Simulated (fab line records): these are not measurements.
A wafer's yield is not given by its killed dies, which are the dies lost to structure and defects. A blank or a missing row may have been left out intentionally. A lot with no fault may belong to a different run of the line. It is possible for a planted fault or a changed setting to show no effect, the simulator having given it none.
Which tool was responsible? ; flow n5_finfet ; 9 lots, 27 wafers sampled, at 6 steps of a route of 1938

== WHAT EACH GAUGE READ, for each wafer ==
N5_HKMG_FIN_OVL_MEAS_50. Usual: for NDIPOLE_OVL the level is -0.6 nm and the standard deviation is 0.71.
lot;measured;on;NDIPOLE_OVL (nm);flag
L382;day 4 17:31;overlay-01;-0.6 -0.9 -0.3;
L383;day 4 23:50;overlay-01;0.6 -0.8 0.4;
L389;day 6 13:12;overlay-01;-1.3 -1.3 -1.0;
L390;day 6 17:24;overlay-02;0.6 0.0 -0.5;
L391;day 6 22:28;overlay-02;-0.2 -1.1 -0.8;
L392;day 7 04:08;overlay-02;-0.9 -1.3 -1.4;
L394;day 7 16:00;overlay-02;-1.2 -0.5 0.5;
L395;day 8 00:14;overlay-02;0.9 0.2 0.6;
L381;day 8 22:19;overlay-01;-1.0 -1.2 -1.1;

N5_HKMG_FIN_INSPECT_14: inspects for defects (macro). Usual: 2.2 for raw_defect_count, sd 1.4.
lot;measured;on;raw_defect_count;flag
L382;day 4 20:49;defect_inspect-02;3 3 2;
L383;day 5 03:14;defect_inspect-02;2 4 3;
L389;day 6 16:48;defect_inspect-02;28 14 15;OFF
L390;day 6 20:48;defect_inspect-01;20 10 25;OFF
L391;day 7 01:47;defect_inspect-02;4 0 2;
L392;day 7 07:43;defect_inspect-02;2 2 3;
L394;day 7 19:17;defect_inspect-01;2 3 0;
L395;day 8 03:52;defect_inspect-01;0 1 3;
L381;day 9 01:55;defect_inspect-01;2 1 2;

N5_BEOL_M4_RC_MEAS_101. Usual: DIBL_N 36.1 mV/V, standard deviation 1.6; DIBL_P 35.7 mV/V, standard deviation 1.8; IOFF_N 0.159 nA/um, standard deviation 0.027; IOFF_P 0.21 nA/um, standard deviation 0.03; ION_N 673 uA/um, standard deviation 10; ION_P 462 uA/um, standard deviation 7.4; SS_N 71.4 mV/dec, standard deviation 0.56; SS_P 73.2 mV/dec, standard deviation 0.61; VT_N 249.7 mV, standard deviation 3; VT_P -250 mV, standard deviation 3.1.
lot;measured;on;DIBL_N (mV/V);DIBL_P (mV/V);IOFF_N (nA/um);IOFF_P (nA/um);ION_N (uA/um);ION_P (uA/um);SS_N (mV/dec);SS_P (mV/dec);VT_N (mV);VT_P (mV);flag
L382;day 8 15:06;prober-02;33.5 35.2 37.1;30.8 33.0 34.6;0.133 0.156 0.187;0.20 0.23 0.26;683 686 677;480 476 471;70.9 70.7 72.3;72.1 72.6 73.4;249.5 249.5 245.7;-248 -246 -244;
L383;day 8 17:10;prober-02;37.9 36.6 39.2;37.4 35.8 38.7;0.156 0.136 0.189;0.19 0.18 0.24;664 662 678;448 451 458;71.6 71.7 72.0;73.6 73.1 73.8;252.5 253.1 248.9;-253 -254 -251;
L391;day 10 21:25;prober-01;38.7 37.7 36.6;37.3 36.7 34.5;0.185 0.170 0.151;0.24 0.22 0.19;683 676 654;466 463 450;71.8 71.8 71.3;73.4 74.3 73.6;248.5 249.2 253.6;-250 -248 -251;
L392;day 11 04:47;prober-02;36.8 35.7 36.5;38.0 36.2 37.4;0.164 0.139 0.158;0.26 0.22 0.25;664 675 678;462 471 469;71.3 71.6 70.7;73.9 72.9 74.2;248.3 252.3 249.6;-246 -250 -245;
L394;day 11 15:17;prober-01;39.8 38.1 38.0;39.4 36.4 36.1;0.213 0.185 0.174;0.26 0.20 0.19;686 687 683;463 461 456;72.4 71.5 71.9;75.0 73.2 73.5;248.3 247.3 248.9;-249 -253 -253;
L395;day 11 15:35;prober-02;36.1 35.4 37.2;36.2 35.9 38.5;0.161 0.151 0.198;0.22 0.22 0.26;682 681 694;473 466 471;72.0 71.7 71.3;72.8 73.7 72.9;248.9 250.4 244.0;-245 -246 -246;
L381;day 13 19:43;prober-02;35.2 34.6 35.8;36.1 35.4 36.3;0.172 0.143 0.170;0.23 0.23 0.24;691 664 680;479 471 468;71.9 71.3 71.6;73.7 73.3 74.1;247.3 251.2 250.4;-247 -246 -246;

== EACH LOT AND THE TOOL THAT RAN IT (in order: tool; ch and the chambers of the sampled wafers; start) ==
lot;N5_HKMG_FIN_ALD_74;N5_HKMG_FIN_STRIP_57;N5_HKMG_FIN_ALD_79
L382;ald_hk-03 ch 0,1,3, day 4 16:56;rie_diel-03 ch 1,2,3, day 4 17:52;ald_metal-02 ch 0,1,2, day 4 18:56
L383;ald_hk-01 ch 1,2,3, day 4 23:16;rie_diel-03 ch 0,2,3, day 5 00:10;ald_metal-02 ch 0,2,3, day 5 01:16
L389;ald_hk-03 ch 1,3, day 6 12:45;rie_diel-01 ch 0,1,2, day 6 13:43;ald_metal-01 ch 0,1,2, day 6 14:50
L390;ald_hk-01 ch 0,2,3, day 6 16:57;rie_diel-03 ch 0,1,2, day 6 17:44;ald_metal-04 ch 1,2,3, day 6 18:49
L391;ald_hk-03 ch 0,2,3, day 6 21:53;rie_diel-03 ch 1,2,3, day 6 22:49;ald_metal-01 ch 0,1,2, day 6 23:53
L392;ald_hk-01 ch 0,1,3, day 7 03:41;rie_diel-03 ch 0,2, day 7 04:28;ald_metal-04 ch 0,1, day 7 05:52
L394;ald_hk-01 ch 1,2,3, day 7 15:26;rie_diel-03 ch 2,3, day 7 16:20;ald_metal-04 ch 0,3, day 7 17:26
L395;ald_hk-03 ch 0,3, day 7 23:38;rie_diel-03 ch 1,2, day 8 00:35;ald_metal-02 ch 0,3, day 8 01:44
L381;ald_hk-02 ch 0,1, day 8 21:35;rie_diel-01 ch 0,2,3, day 8 22:51;ald_metal-01 ch 0,1, day 8 23:56
- N5_HKMG_FIN_ALD_74: deposits La2O3, target thk 0.5 nm, pulse time 6 s, co reactant pulse time 1 s.
- N5_HKMG_FIN_STRIP_57: strips in CF4.
- N5_HKMG_FIN_ALD_79: deposits TiN, target thk 1.5 nm, pulse time 1 s, purge time 3 s.

== AS READ BY THE TOOLS THEMSELVES (means over the sampled wafers that have a number; for cases with no such wafer, the mark the record gives instead) ==
N5_HKMG_FIN_ALD_74. Usual: heater_power_w 344 W, standard deviation 42; precursor_pulse_height_rel 0.999, standard deviation 0.019.
lot;tool;heater_power_w (W);precursor_pulse_height_rel;flag
L382;ald_hk-03;359;0.994;
L383;ald_hk-01;371;0.966;
L389;ald_hk-03;372;0.992;
L390;ald_hk-01;376;1.004;
L391;ald_hk-03;331;1.014;
L392;ald_hk-01;359;0.979;
L394;ald_hk-01;374;1.003;
L395;ald_hk-03;347;1.013;
L381;ald_hk-02;318;0.995;

N5_HKMG_FIN_STRIP_57. Usual: for bias_power_w, 75.03 W with a standard deviation of 0.22; for cf4_flow_sccm, 150.0 sccm with a standard deviation of 0.47; for drypump_motor_current_A, 5.6 A with a standard deviation of 0.34; for oes_product_au, 0.77 a.u. with a standard deviation of 0.065; for rf_vpp_V, 271.7 V with a standard deviation of 1.3; for showerhead_plenum_p_Torr, 1.82 Torr with a standard deviation of 0.041; for throttle_valve_pct, 13.65 % with a standard deviation of 0.29.
lot;tool;bias_power_w (W);cf4_flow_sccm (sccm);drypump_motor_current_A (A);oes_product_au (a.u.);rf_vpp_V (V);showerhead_plenum_p_Torr (Torr);throttle_valve_pct (%);flag
L382;rie_diel-03;74.86;149.7;5.7;0.77;271.1;1.81;13.60;
L383;rie_diel-03;75.01;149.5;5.5;0.73;270.7;1.81;13.74;
L389;rie_diel-01;-;-;-;-;-;-;-;OFF
L390;rie_diel-03;-;-;-;-;-;-;-;OFF
L391;rie_diel-03;74.93;150.7;5.8;0.75;271.0;1.81;13.63;
L392;rie_diel-03;74.98;149.9;5.6;0.70;271.4;1.80;13.90;
L394;rie_diel-03;74.95;150.1;5.9;0.73;270.3;1.78;13.69;
L395;rie_diel-03;75.19;150.2;6.1;0.75;271.0;1.79;13.67;
L381;rie_diel-01;75.02;149.6;5.6;0.80;272.4;1.83;13.47;

N5_HKMG_FIN_ALD_79. Usual: heater_power_w 872 W, standard deviation 89; precursor_pulse_height_rel 1.000, standard deviation 0.02.
lot;tool;heater_power_w (W);precursor_pulse_height_rel;flag
L382;ald_metal-02;886;0.981;
L383;ald_metal-02;823;0.987;
L389;ald_metal-01;910;1.023;
L390;ald_metal-04;899;1.024;
L391;ald_metal-01;883;0.975;
L392;ald_metal-04;972;1.013;
L394;ald_metal-04;817;0.999;
L395;ald_metal-02;753;1.006;
L381;ald_metal-01;880;0.994;

== THE ANSWER, worked out from the rows above alone ==
Rule: a lot is off if the mean of its wafers that have a number lies more than 3 standard deviations from the usual mean. A lot without any number at a reading at which 4 lots or more have one is off too. Any other lot the step has rows for is counted as sound. After the gauges, taken in route order, come the tools' own readings; for these a lot's mean is taken, as printed above. The first step at which some lot is off is used, and at that step the reading that is off furthest; a lot without a number counts as furthest.
Off at N5_HKMG_FIN_INSPECT_14 (raw_defect_count): L389, L390.
A tool fits if, at a process step before that reading, it ran every lot that is off, and no sound lot after the first of them. Not tried: the gauges at N5_HKMG_FIN_INSPECT_14; whatever is off there is also off at N5_HKMG_FIN_STRIP_57, on other tools, and gauge error can't account for it. None of those tried fits.

== WHAT WAS PUT IN BY THE SIMULATOR ==
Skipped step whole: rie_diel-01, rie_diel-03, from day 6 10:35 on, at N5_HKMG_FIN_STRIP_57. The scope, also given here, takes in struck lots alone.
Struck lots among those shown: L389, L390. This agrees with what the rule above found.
